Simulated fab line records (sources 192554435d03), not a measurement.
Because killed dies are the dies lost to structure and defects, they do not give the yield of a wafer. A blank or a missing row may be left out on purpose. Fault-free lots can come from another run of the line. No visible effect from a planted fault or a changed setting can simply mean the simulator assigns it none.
Which tool was responsible? / flow n5-finfet / 12 lots (36 wafers sampled), 1 step of a 1938-step route

== WHAT THE GAUGES SHOWED, per wafer ==
N5_SD_EPI_P_CD_MEAS_09: target cd 240 nm.
lot=L075; measured=day 3 21:12; on=cd-sem-01; cd-nm (nm)=239.2 239.6 239.2
lot=L078; measured=day 4 04:46; on=cd-sem-02; cd-nm (nm)=240.3 239.9 240.9
lot=L080; measured=day 4 17:21; on=cd-sem-02; cd-nm (nm)=241.3 240.4 240.4
lot=L081; measured=day 5 01:19; on=cd-sem-01; cd-nm (nm)=239.9 240.8 241.9
lot=L083; measured=day 5 09:26; on=cd-sem-02; cd-nm (nm)=240.0 240.2 238.6
lot=L085; measured=day 6 01:19; on=cd-sem-01; cd-nm (nm)=239.5 239.5 239.8
lot=L087; measured=day 6 12:56; on=cd-sem-03; cd-nm (nm)=241.7 242.4 240.9
lot=L089; measured=day 7 06:13; on=cd-sem-01; cd-nm (nm)=241.2 241.7 241.8
lot=L091; measured=day 7 11:34; on=cd-sem-01; cd-nm (nm)=239.8 240.3 240.5
lot=L093; measured=day 8 04:27; on=cd-sem-01; cd-nm (nm)=240.7 240.2 240.9
lot=L095; measured=day 8 13:51; on=cd-sem-02; cd-nm (nm)=240.8 239.8 240.4
lot=L097; measured=day 8 23:47; on=cd-sem-03; cd-nm (nm)=242.3 241.6 241.5

== TOOL THAT RAN EACH LOT (tool first, then ch and the chambers of the sampled wafers, then the start) ==
No process step before these readings appears in the record.

== THE ANSWER, worked out from the rows above alone ==
Rule: usual is defined by the lots themselves. Put in order of their means at a reading, lots are off if they are a third of the lots or fewer, leave a main group of 4 or more, and stand apart from it by a gap of 3 or more times the standard deviation of the main group's means; of several such gaps the widest counts. Not used: any main group whose means are identical at the precision the tables above print for the reading. Also off: a lot with no number at a reading for which 4 or more lots have one. All remaining lots with rows at the step are treated as sound.
Nothing can be told from this: no lot is off at any reading shown.

== WHAT WAS PUT IN BY THE SIMULATOR ==
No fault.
